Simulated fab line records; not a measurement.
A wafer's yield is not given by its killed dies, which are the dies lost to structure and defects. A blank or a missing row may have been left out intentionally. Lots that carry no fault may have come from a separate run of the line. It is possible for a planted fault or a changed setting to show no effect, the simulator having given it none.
Lot-split experiment || flow n5_finfet || 7 lots, 39 wafers read, on a route of 1938 steps

== THE SPLIT ==
At N5_MOL_CONTACT_COAG_ALD_20 (deposits TiN, target thk 1.5 nm, pulse time 1 s, purge time 3 s), the setting ald_cycles was moved away from the recipe's 68 on 15 of the 39 wafers read, by -57.4% to +57.4%. This setting was run at the recipe's value on the other wafers.

The split's own step is where the reading is taken.

== THE READING ==
TiN_of_MOL_CONTACT_COAG_ALD_20.thk_nm (the simulator's own value, which no gauge read), in nm, at N5_MOL_CONTACT_COAG_ALD_20 (deposits TiN, target thk 1.5 nm, pulse time 1 s, purge time 3 s). No usual value for it is given in the file. The 24 wafers here that ran the recipe average 1.5 nm, standard deviation 0.099 nm.

{"wafer": "L076.1", "tool, chamber at the split": "ald_metal-01, 0,3,2,1,3", "ald_cycles as run": 68, "against the recipe": "recipe", "TiN_of_MOL_CONTACT_COAG_ALD_20.thk_nm, nm": 1.4, "against lot-mates on the recipe": "-"}
{"wafer": "L076.2", "tool, chamber at the split": "ald_metal-01, 0,3,2,1,3", "ald_cycles as run": 68, "against the recipe": "recipe", "TiN_of_MOL_CONTACT_COAG_ALD_20.thk_nm, nm": 1.4, "against lot-mates on the recipe": "-"}
{"wafer": "L076.3", "tool, chamber at the split": "ald_metal-01, 0,3,2,1,3", "ald_cycles as run": 68, "against the recipe": "recipe", "TiN_of_MOL_CONTACT_COAG_ALD_20.thk_nm, nm": 1.4, "against lot-mates on the recipe": "-"}
{"wafer": "L076.4", "tool, chamber at the split": "ald_metal-01, 0,3,2,1,3", "ald_cycles as run": 68, "against the recipe": "recipe", "TiN_of_MOL_CONTACT_COAG_ALD_20.thk_nm, nm": 1.4, "against lot-mates on the recipe": "-"}
{"wafer": "L076.6", "tool, chamber at the split": "ald_metal-01, 0,3,2,1,3", "ald_cycles as run": 68, "against the recipe": "recipe", "TiN_of_MOL_CONTACT_COAG_ALD_20.thk_nm, nm": 1.4, "against lot-mates on the recipe": "-"}
{"wafer": "L076.5", "tool, chamber at the split": "ald_metal-01, 2", "ald_cycles as run": 68, "against the recipe": "recipe", "TiN_of_MOL_CONTACT_COAG_ALD_20.thk_nm, nm": 1.6, "against lot-mates on the recipe": "-"}
{"wafer": "L079.1", "tool, chamber at the split": "ald_metal-02, 1", "ald_cycles as run": 34, "against the recipe": "-50.0%", "TiN_of_MOL_CONTACT_COAG_ALD_20.thk_nm, nm": 0.8, "against lot-mates on the recipe": -0.8}
{"wafer": "L079.4", "tool, chamber at the split": "ald_metal-02, 1", "ald_cycles as run": 34, "against the recipe": "-50.0%", "TiN_of_MOL_CONTACT_COAG_ALD_20.thk_nm, nm": 0.8, "against lot-mates on the recipe": -0.8}
{"wafer": "L079.5", "tool, chamber at the split": "ald_metal-02, 1", "ald_cycles as run": 34, "against the recipe": "-50.0%", "TiN_of_MOL_CONTACT_COAG_ALD_20.thk_nm, nm": 0.8, "against lot-mates on the recipe": -0.8}
{"wafer": "L079.2", "tool, chamber at the split": "ald_metal-02, 0", "ald_cycles as run": 68, "against the recipe": "recipe", "TiN_of_MOL_CONTACT_COAG_ALD_20.thk_nm, nm": 1.6, "against lot-mates on the recipe": "-"}
{"wafer": "L079.3", "tool, chamber at the split": "ald_metal-02, 0", "ald_cycles as run": 68, "against the recipe": "recipe", "TiN_of_MOL_CONTACT_COAG_ALD_20.thk_nm, nm": 1.6, "against lot-mates on the recipe": "-"}
{"wafer": "L079.6", "tool, chamber at the split": "ald_metal-02, 0", "ald_cycles as run": 68, "against the recipe": "recipe", "TiN_of_MOL_CONTACT_COAG_ALD_20.thk_nm, nm": 1.6, "against lot-mates on the recipe": "-"}
{"wafer": "L083.1", "tool, chamber at the split": "ald_metal-02, 3,3,0", "ald_cycles as run": 68, "against the recipe": "recipe", "TiN_of_MOL_CONTACT_COAG_ALD_20.thk_nm, nm": 1.6, "against lot-mates on the recipe": "-"}
{"wafer": "L083.3", "tool, chamber at the split": "ald_metal-02, 3,3,0", "ald_cycles as run": 68, "against the recipe": "recipe", "TiN_of_MOL_CONTACT_COAG_ALD_20.thk_nm, nm": 1.6, "against lot-mates on the recipe": "-"}
{"wafer": "L083.4", "tool, chamber at the split": "ald_metal-02, 3,3,0", "ald_cycles as run": 68, "against the recipe": "recipe", "TiN_of_MOL_CONTACT_COAG_ALD_20.thk_nm, nm": 1.6, "against lot-mates on the recipe": "-"}
{"wafer": "L084.1", "tool, chamber at the split": "ald_metal-02, 3,0,3", "ald_cycles as run": 107, "against the recipe": "+57.4%", "TiN_of_MOL_CONTACT_COAG_ALD_20.thk_nm, nm": 2.4, "against lot-mates on the recipe": "+0.9"}
{"wafer": "L084.2", "tool, chamber at the split": "ald_metal-02, 3,0,3", "ald_cycles as run": 107, "against the recipe": "+57.4%", "TiN_of_MOL_CONTACT_COAG_ALD_20.thk_nm, nm": 2.4, "against lot-mates on the recipe": "+0.9"}
{"wafer": "L084.5", "tool, chamber at the split": "ald_metal-02, 3,0,3", "ald_cycles as run": 107, "against the recipe": "+57.4%", "TiN_of_MOL_CONTACT_COAG_ALD_20.thk_nm, nm": 2.4, "against lot-mates on the recipe": "+0.9"}
{"wafer": "L084.3", "tool, chamber at the split": "ald_metal-02, 0", "ald_cycles as run": 68, "against the recipe": "recipe", "TiN_of_MOL_CONTACT_COAG_ALD_20.thk_nm, nm": 1.4, "against lot-mates on the recipe": "-"}
{"wafer": "L084.4", "tool, chamber at the split": "ald_metal-02, 3,0", "ald_cycles as run": 68, "against the recipe": "recipe", "TiN_of_MOL_CONTACT_COAG_ALD_20.thk_nm, nm": 1.6, "against lot-mates on the recipe": "-"}
{"wafer": "L084.6", "tool, chamber at the split": "ald_metal-02, 3,0", "ald_cycles as run": 68, "against the recipe": "recipe", "TiN_of_MOL_CONTACT_COAG_ALD_20.thk_nm, nm": 1.6, "against lot-mates on the recipe": "-"}
{"wafer": "L085.1", "tool, chamber at the split": "ald_metal-02, 0,3,0", "ald_cycles as run": 68, "against the recipe": "recipe", "TiN_of_MOL_CONTACT_COAG_ALD_20.thk_nm, nm": 1.4, "against lot-mates on the recipe": "-"}
{"wafer": "L085.2", "tool, chamber at the split": "ald_metal-02, 0,3,0", "ald_cycles as run": 68, "against the recipe": "recipe", "TiN_of_MOL_CONTACT_COAG_ALD_20.thk_nm, nm": 1.4, "against lot-mates on the recipe": "-"}
{"wafer": "L085.6", "tool, chamber at the split": "ald_metal-02, 0,3,0", "ald_cycles as run": 68, "against the recipe": "recipe", "TiN_of_MOL_CONTACT_COAG_ALD_20.thk_nm, nm": 1.4, "against lot-mates on the recipe": "-"}
{"wafer": "L085.3", "tool, chamber at the split": "ald_metal-02, 0,3,3", "ald_cycles as run": 40, "against the recipe": "-41.2%", "TiN_of_MOL_CONTACT_COAG_ALD_20.thk_nm, nm": 0.8, "against lot-mates on the recipe": -0.6}
{"wafer": "L085.4", "tool, chamber at the split": "ald_metal-02, 0,3,3", "ald_cycles as run": 40, "against the recipe": "-41.2%", "TiN_of_MOL_CONTACT_COAG_ALD_20.thk_nm, nm": 0.8, "against lot-mates on the recipe": -0.6}
{"wafer": "L085.5", "tool, chamber at the split": "ald_metal-02, 0,3,3", "ald_cycles as run": 40, "against the recipe": "-41.2%", "TiN_of_MOL_CONTACT_COAG_ALD_20.thk_nm, nm": 0.8, "against lot-mates on the recipe": -0.6}
{"wafer": "L086.1", "tool, chamber at the split": "ald_metal-01, 3,1,0", "ald_cycles as run": 68, "against the recipe": "recipe", "TiN_of_MOL_CONTACT_COAG_ALD_20.thk_nm, nm": 1.4, "against lot-mates on the recipe": "-"}
{"wafer": "L086.2", "tool, chamber at the split": "ald_metal-01, 3,1,0", "ald_cycles as run": 68, "against the recipe": "recipe", "TiN_of_MOL_CONTACT_COAG_ALD_20.thk_nm, nm": 1.4, "against lot-mates on the recipe": "-"}
{"wafer": "L086.4", "tool, chamber at the split": "ald_metal-01, 3,1,0", "ald_cycles as run": 68, "against the recipe": "recipe", "TiN_of_MOL_CONTACT_COAG_ALD_20.thk_nm, nm": 1.4, "against lot-mates on the recipe": "-"}
{"wafer": "L086.3", "tool, chamber at the split": "ald_metal-01, 2,1,0", "ald_cycles as run": 36, "against the recipe": "-47.1%", "TiN_of_MOL_CONTACT_COAG_ALD_20.thk_nm, nm": 0.8, "against lot-mates on the recipe": -0.6}
{"wafer": "L086.5", "tool, chamber at the split": "ald_metal-01, 2,1,0", "ald_cycles as run": 36, "against the recipe": "-47.1%", "TiN_of_MOL_CONTACT_COAG_ALD_20.thk_nm, nm": 0.8, "against lot-mates on the recipe": -0.6}
{"wafer": "L086.6", "tool, chamber at the split": "ald_metal-01, 2,1,0", "ald_cycles as run": 36, "against the recipe": "-47.1%", "TiN_of_MOL_CONTACT_COAG_ALD_20.thk_nm, nm": 0.8, "against lot-mates on the recipe": -0.6}
{"wafer": "L089.1", "tool, chamber at the split": "ald_metal-04, 3,2,0", "ald_cycles as run": 29, "against the recipe": "-57.4%", "TiN_of_MOL_CONTACT_COAG_ALD_20.thk_nm, nm": 0.6, "against lot-mates on the recipe": -0.9}
{"wafer": "L089.2", "tool, chamber at the split": "ald_metal-04, 3,2,0", "ald_cycles as run": 29, "against the recipe": "-57.4%", "TiN_of_MOL_CONTACT_COAG_ALD_20.thk_nm, nm": 0.6, "against lot-mates on the recipe": -0.9}
{"wafer": "L089.4", "tool, chamber at the split": "ald_metal-04, 3,2,0", "ald_cycles as run": 29, "against the recipe": "-57.4%", "TiN_of_MOL_CONTACT_COAG_ALD_20.thk_nm, nm": 0.6, "against lot-mates on the recipe": -0.9}
{"wafer": "L089.3", "tool, chamber at the split": "ald_metal-04, 1,3", "ald_cycles as run": 68, "against the recipe": "recipe", "TiN_of_MOL_CONTACT_COAG_ALD_20.thk_nm, nm": 1.4, "against lot-mates on the recipe": "-"}
{"wafer": "L089.6", "tool, chamber at the split": "ald_metal-04, 1,3", "ald_cycles as run": 68, "against the recipe": "recipe", "TiN_of_MOL_CONTACT_COAG_ALD_20.thk_nm, nm": 1.4, "against lot-mates on the recipe": "-"}
{"wafer": "L089.5", "tool, chamber at the split": "ald_metal-04, 2", "ald_cycles as run": 68, "against the recipe": "recipe", "TiN_of_MOL_CONTACT_COAG_ALD_20.thk_nm, nm": 1.6, "against lot-mates on the recipe": "-"}
When a row names more than one chamber, that row covers several wafers, and the file does not tell which wafer ran in which chamber.

THE FIT
A straight line over all 39 wafers: TiN_of_MOL_CONTACT_COAG_ALD_20.thk_nm changes by +0.0153 nm for each +1% of ald_cycles; r = +0.98; the points scatter about the line by 0.085 nm.
The same after taking each lot's own level away (the mean of its wafers on the recipe; 39 wafers): +0.0149 nm for each +1%; r = +0.99; scatter 0.059 nm.
Per that fit: largest ald_cycles move, reading shift of 0.85 nm.
Across the lots, their own levels run from 1.40 to 1.60 nm, a range of 2.0 times the standard deviation given above.
Hence the lot-to-lot level has little effect on the slope; both slopes agree.
Check: with one of the wafers moved furthest among these (+57.4%) left out of the fit, the line predicts +0.854 nm for it against its lot-mates. Against them it came out at +0.867 nm.

== THE OTHER SPLITS THESE WAFERS WENT THROUGH ==
Note: prior to the reading, these wafers also went through further splits. Each is held against what the fit with the lots' levels taken away leaves over:
{"other split on the same wafers": "N5_FIN_SAQP_PECVD_47 time_s", "wafers away from the commonest value": 12, "r with TiN_of_MOL_CONTACT_COAG_ALD_20.thk_nm (lot level and that fit taken away)": "+0.02"}
{"other split on the same wafers": "N5_FIN_CUT_CUT_ETCH_15 time_s", "wafers away from the commonest value": 15, "r with TiN_of_MOL_CONTACT_COAG_ALD_20.thk_nm (lot level and that fit taken away)": "+0.00"}
{"other split on the same wafers": "N5_HKMG_FIN_HK_ALD_01 ald_cycles", "wafers away from the commonest value": 9, "r with TiN_of_MOL_CONTACT_COAG_ALD_20.thk_nm (lot level and that fit taken away)": -0.15}

== FILE'S OWN FIT ==
TiN_of_MOL_CONTACT_COAG_ALD_20.thk_nm changes by +0.0148 nm for each +1% of ald_cycles, r = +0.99.
